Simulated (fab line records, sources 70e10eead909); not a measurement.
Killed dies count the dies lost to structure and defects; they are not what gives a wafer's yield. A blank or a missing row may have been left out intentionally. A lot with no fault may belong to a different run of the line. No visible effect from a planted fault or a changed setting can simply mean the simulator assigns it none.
Struck lot and sound lot, side by side	flow nand harc	17 steps out of a route of 1302
Sound: the wafers L641.2, L641.4, L641.5. Struck: wafers L653.3, L653.5, L653.6. Last of all comes the cause.
Per side, at each step with rows, come the tool, then ch with its chambers, and then its first start. Under that, the readings that differ: sound wafers	struck wafers	difference of the means	sigmas: that difference in standard deviations of wafers without a fault.
alike: same words and numbers on both sides, and readings whose means sit less than 2 such deviations apart. not compared: any withheld reading, any reading some wafer has no value for, any bound like >300 that may hide the same value, and any number with overlapping values for which the record gives no deviation.
A row with sigmas, a row that says differs or no value, or rows on one side alone: a step with any of these is where the two part. Non-overlapping numbers with no deviation appear without sigmas and do not part them. A reading that every wafer of one side lacks parts them only if that side has two wafers or more.

NHARC_P_M1_INSPECT_11:
  sound: defect inspect-01 at day 9 13:57; struck: defect inspect-02 at day 14 18:19
  alike: raw defect count
then, 2 steps without rows for these wafers: NHARC_P_M1_DESCUM_14 (chemistry O2, time 3 s); NHARC_P_M1_ETCH_35 (etches the open film in N2/H2, target depth 40 nm, overetch 12 nm, time 43.94 s).
NHARC_P_M1_ETCH_15: etches the open film in C4F8/Ar, target depth 182.5 nm, time 91.2 s.
  sound on rie diel-09 ch 0,2,3; struck on rie diel-09 ch 0,1
  alike: oes product au, rf vpp V
  not compared: rf hours counter h
NHARC_P_M1_CD_MEAS_16:
  sound: cd sem-02 at day 9 14:19; struck: cd sem-03 at day 14 18:41
  alike: cd nm
then, 3 steps without rows for these wafers: NHARC_P_M1_STRIP_18 (strips in N2/H2); NHARC_P_M1_ETCH_28 (etches the open film in CF4/N2, target depth 30 nm, time 72.99 s); NHARC_P_M1_STRIP_19 (strips in post etch residue remover, time 600 s).
NHARC_P_M1_DEGAS_29: time 60 s.
  sound: pvd sputter-02 at day 9 15:02; struck: pvd sputter-02 at day 14 19:25
  alike: heater power w
then, 1 step without rows for these wafers: NHARC_P_M1_PRE_CLEAN_30 (time 30 s).
NHARC_P_M1_PVD_20: deposits TaN, target thk 5 nm, time 8.06 s.
  sound on pvd sputter-02; struck on pvd sputter-02
  alike: bias v, throttle valve pct
NHARC_P_M1_PVD_21: deposits Cu, target thk 30 nm, time 20.49 s.
  sound on pvd sputter-02; struck on pvd sputter-02
  alike: throttle valve pct
NHARC_P_M1_ECD_22: material Cu, target thk 400 nm.
  sound on ecd cu-01 ch 0, day 9 15:23; struck on ecd cu-02 ch 0,1, day 14 19:52
NHARC_P_M1_ANNEAL_31: time 90 s.
  sound on rtp anneal-01 ch 0, day 9 15:49; struck on rtp anneal-02 ch 0, day 14 20:14
  alike: wafer_temp_C_max
NHARC_P_M1_CMP_23: polishes, t overpolish 20 s, target thk 157.82 nm.
  sound on cmp-03 ch 0,2,3, day 9 16:07; struck on cmp-04 ch 1,2,3, day 14 20:34
reading	sound	struck	difference	sigmas
time to endpoint s (s)	34.1 34.3 32.5	13.9 19.0 15.1	-17.6	-6
  alike: motor current A, retaining ring pressure frac
NHARC_P_M1_THK_MEAS_24: measures by xrf.
  sound: film metro-02 at day 9 16:25; struck: film metro-02 at day 14 20:47
  alike: thk nm
then, 1 step without rows for these wafers: NHARC_END_SORT_01.

== WHERE THEY PART ==
At NHARC_P_M1_CMP_23 and nowhere else, as far as this record goes. Later steps at which nothing parts them and some readings are alike: NHARC_P_M1_THK_MEAS_24.

WHY: the cause the simulator had injected
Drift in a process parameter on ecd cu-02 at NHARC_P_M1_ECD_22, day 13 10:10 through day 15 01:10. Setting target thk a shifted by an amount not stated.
